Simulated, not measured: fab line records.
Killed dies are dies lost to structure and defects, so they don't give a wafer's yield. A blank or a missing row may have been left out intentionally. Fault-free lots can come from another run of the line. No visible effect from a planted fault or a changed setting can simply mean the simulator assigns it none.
The tool behind it: which one? | flow nand-harc | Sampling: 7 lots, 20 wafers, 5 of 1302 route steps

WHAT EACH GAUGE READ, for each wafer
NHARC_P_BONDPAD_THK_MEAS_33: measures by ellipsometry.
lot  | measured     | on            | thk-nm (nm)
L879 | day 7 18:28  | film-metro-01 | 200.2 200.2 200.4
L881 | day 8 09:50  | film-metro-01 | 200.1 201.8 200.8
L883 | day 9 03:11  | film-metro-01 | 200.2 198.9 200.4
L885 | day 9 21:08  | film-metro-02 | 200.2 200.1 198.3
L888 | day 11 12:01 | film-metro-02 | 198.6 201.0 197.3
L892 | day 12 14:11 | film-metro-02 | 186.0 190.3
L900 | day 16 02:15 | film-metro-02 | 199.8 201.4 200.5

EACH LOT AND THE TOOL THAT RAN IT (in order: tool; ch and the chambers of the sampled wafers; start)
lot  | NHARC_P_M2_PRE_CLEAN_30                 | NHARC_P_M2_CMP_23             | NHARC_P_M2_PRE_CLEAN_32        | NHARC_P_BONDPAD_DEP_00
L879 | pvd-sputter-03, day 7 16:46 or earlier  | cmp-03 ch 1,2, day 7 16:46    | pecvd-03 ch 0,1, day 7 17:20   | pecvd-04 ch 0,1,2, day 7 17:48
L881 | pvd-sputter-02, day 8 08:11 or earlier  | cmp-03 ch 0,1,3, day 8 08:11  | pecvd-03 ch 0,1,2, day 8 08:41 | pecvd-04 ch 0,1,2, day 8 09:14
L883 | pvd-sputter-02, day 9 01:31 or earlier  | cmp-03 ch 1,3, day 9 01:31    | pecvd-02 ch 0,2, day 9 02:03   | pecvd-04 ch 0,1,2, day 9 02:37
L885 | pvd-sputter-03, day 9 19:26 or earlier  | cmp-02 ch 0,2,3, day 9 19:26  | pecvd-02 ch 0,2, day 9 19:59   | pecvd-04 ch 0,1, day 9 20:28
L888 | pvd-sputter-02, day 11 10:20 or earlier | cmp-04 ch 0,1, day 11 10:20   | pecvd-04 ch 0,1, day 11 10:52  | pecvd-03 ch 0,2, day 11 11:25
L892 | pvd-sputter-01, day 12 12:17 or earlier | cmp-04 ch 1, day 12 12:17     | pecvd-02 ch 0, day 12 12:55    | pecvd-03 ch 0,2, day 12 13:36
L900 | pvd-sputter-02, day 16 00:33 or earlier | cmp-04 ch 0,1,2, day 16 00:33 | pecvd-03 ch 0,1, day 16 01:07  | pecvd-02 ch 1,2, day 16 01:38
- NHARC_P_M2_PRE_CLEAN_30: time 30 s.
- NHARC_P_M2_CMP_23: polishes, t overpolish 20 s, target thk 144.3 nm.
- NHARC_P_M2_PRE_CLEAN_32: time 12 s.
- NHARC_P_BONDPAD_DEP_00: deposits SiCN, target thk 250 nm.

THE ANSWER, worked out from the rows above alone
Rule: the lots themselves supply what counts as usual. The widest of any qualifying gaps counts: lots, ordered by their means at a reading, are off when they make up no more than a third of the lots, leave a main group of 4 or more, and stand apart from it by 3 or more times the standard deviation of that group's means. A main group is skipped when, at the precision printed for the reading in the tables above, its means are all equal. A lot without any number at a reading at which 4 lots or more have one is off too. All remaining lots with rows at the step are treated as sound.
Off at NHARC_P_BONDPAD_THK_MEAS_33 (thk-nm): L892. Main group: mean 200.0 nm, sd 0.65.
A tool fits if, at a process step before that reading, it ran every lot that is off, and no sound lot after the first of them. Those tools and the gauges at NHARC_P_BONDPAD_THK_MEAS_33 are tried in the same way. NHARC_P_M2_PRE_CLEAN_30 gives no start for some lots, so the hours and the order of its lots are those of NHARC_P_M2_CMP_23. Can't be told from this: 3 tools fit, pvd-sputter-01 at NHARC_P_M2_PRE_CLEAN_30, pecvd-02 at NHARC_P_M2_PRE_CLEAN_32, pecvd-03 at NHARC_P_BONDPAD_DEP_00.

WHAT WAS PUT IN BY THE SIMULATOR
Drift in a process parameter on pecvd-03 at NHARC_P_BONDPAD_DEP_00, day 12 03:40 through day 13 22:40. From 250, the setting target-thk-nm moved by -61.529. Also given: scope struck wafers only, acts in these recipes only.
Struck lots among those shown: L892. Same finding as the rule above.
